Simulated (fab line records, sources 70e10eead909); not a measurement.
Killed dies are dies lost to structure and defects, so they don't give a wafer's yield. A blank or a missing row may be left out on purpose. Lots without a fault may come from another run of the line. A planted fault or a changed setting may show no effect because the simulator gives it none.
A struck lot beside a sound one | flow nand_harc | 15 steps out of a route of 1302
Sound: wafers L765.2, L765.3, L765.5. Struck: wafer L762.6. (L762.2, L762.3 of the same lot were not struck and are left out.) The cause comes at the end.
At each step with rows: each side's tool, then ch and its chambers, then its first start. Under that, the readings that differ: sound wafers | struck wafers | difference of the means | sigmas: that difference in standard deviations of wafers without a fault.
alike: readings whose means differ by less than 2 such deviations, and words and numbers that are the same on both sides. not compared: withheld readings, readings that some wafer has no value for, bounds like >300 that may hide the same value, and numbers for which the record gives no deviation and whose values overlap.
The two part at a step that has a row with sigmas, a row that says differs or no value, or rows on one side only. Numbers that don't overlap but have no deviation are shown without sigmas and don't part them. A reading that every wafer of one side lacks parts them only if that side has two wafers or more.

first, 5 steps without rows for these wafers: NHARC_A_CONTACT_SOFTBAKE_03 (time 55 s); NHARC_A_CONTACT_EBR_04; NHARC_A_CONTACT_EXPOSE_05 (exposes mask A CC); NHARC_A_CONTACT_PEB_06 (peb time 65 s); NHARC_A_CONTACT_DEVELOP_07 (develop time 35 s).
NHARC_A_CONTACT_CD_MEAS_08: target cd 200 nm.
  sound on cd_sem-01 ch 0, day 31 14:11; struck on cd_sem-03 ch 0, day 30 12:40
  alike: cd_nm
NHARC_A_CONTACT_OVL_MEAS_09:
  sound on overlay-02, day 31 14:16; struck on overlay-01, day 30 12:45
  alike: overlay_x_nm, overlay_y_nm
NHARC_A_CONTACT_INSPECT_10:
  sound on defect_inspect-02, day 31 14:18; struck on defect_inspect-02, day 30 12:47
  alike: raw_defect_count
NHARC_A_CONTACT_DESCUM_13: chemistry O2, time 3 s.
  sound on rie_diel-09 ch 0,1,3, day 31 14:22; struck on rie_diel-02 ch 0, day 30 12:51
  reading                | sound                | struck | difference | sigmas
  throttle_valve_pct (%) | 11.303 11.308 11.295 | 11.323 | +0.021     | +2
  alike: drypump_motor_current_A, o2_flow_sccm, oes_product_au, rf_vpp_V, showerhead_plenum_p_Torr
  not compared: rf_hours_counter_h
NHARC_A_CONTACT_ETCH_88: etches the open film in CF4, target depth 39 nm, time 65 s.
  sound on rie_diel-09 ch 0,1, day 31 14:27; struck on rie_diel-02 ch 1, day 30 12:56
  alike: drypump_motor_current_A, oes_product_au, rf_vpp_V, showerhead_plenum_p_Torr, throttle_valve_pct
  not compared: rf_hours_counter_h
NHARC_A_CONTACT_ETCH_89: etches the open film in N2/H2, target depth 260 nm, time 475.3 s.
  sound on rie_diel-09 ch 0,2; struck on rie_diel-02 ch 0
  alike: drypump_motor_current_A, oes_product_au, rf_vpp_V, showerhead_plenum_p_Torr, throttle_valve_pct
  not compared: rf_hours_counter_h
NHARC_A_CONTACT_ETCH_30: etches the open film in CF4/CHF3, target depth 72.6 nm, time 36.3 s.
  sound on rie_diel-09 ch 0,3; struck on rie_diel-02 ch 3
  alike: chf3_flow_sccm, drypump_motor_current_A, oes_product_au, rf_vpp_V, showerhead_plenum_p_Torr, throttle_valve_pct
  not compared: rf_hours_counter_h
NHARC_A_CONTACT_ETCH_31: etches the open film in O2/COS, target depth 2800 nm, time 728 s.
  sound on rie_diel-09 ch 0,1, day 31 14:57; struck on rie_diel-02 ch 0, day 30 13:29
  reading               | sound             | struck | difference | sigmas
  oes_product_au (a.u.) | 1.002 1.006 0.992 | 0.862  | -0.138     | -13
  alike: drypump_motor_current_A, o2_flow_sccm, rf_vpp_V, showerhead_plenum_p_Torr, throttle_valve_pct
  not compared: rf_hours_counter_h
NHARC_A_CONTACT_ETCH_134: etches the open film in C4F8/O2/Ar, time 140 s, target depth 700 nm.
  sound on har_cap_etch-03 ch 0,1, day 31 15:29; struck on har_cap_etch-03 ch 1, day 30 14:03
  not compared: rf_hours_counter_h
-- the record jumps here: 2 days lie between the struck wafers' starts before and after (it left off in module A_CONTACT and takes up again in module END, whose first step shown is number 1302 of the route) --
NHARC_END_SORT_01:
  the record has rows for the struck wafers here (prober-01 ch 0, day 32 22:11) and none for the sound ones

WHERE THEY PART
First at NHARC_A_CONTACT_DESCUM_13; last, within this record, at NHARC_END_SORT_01.

WHY: what the simulator had put in
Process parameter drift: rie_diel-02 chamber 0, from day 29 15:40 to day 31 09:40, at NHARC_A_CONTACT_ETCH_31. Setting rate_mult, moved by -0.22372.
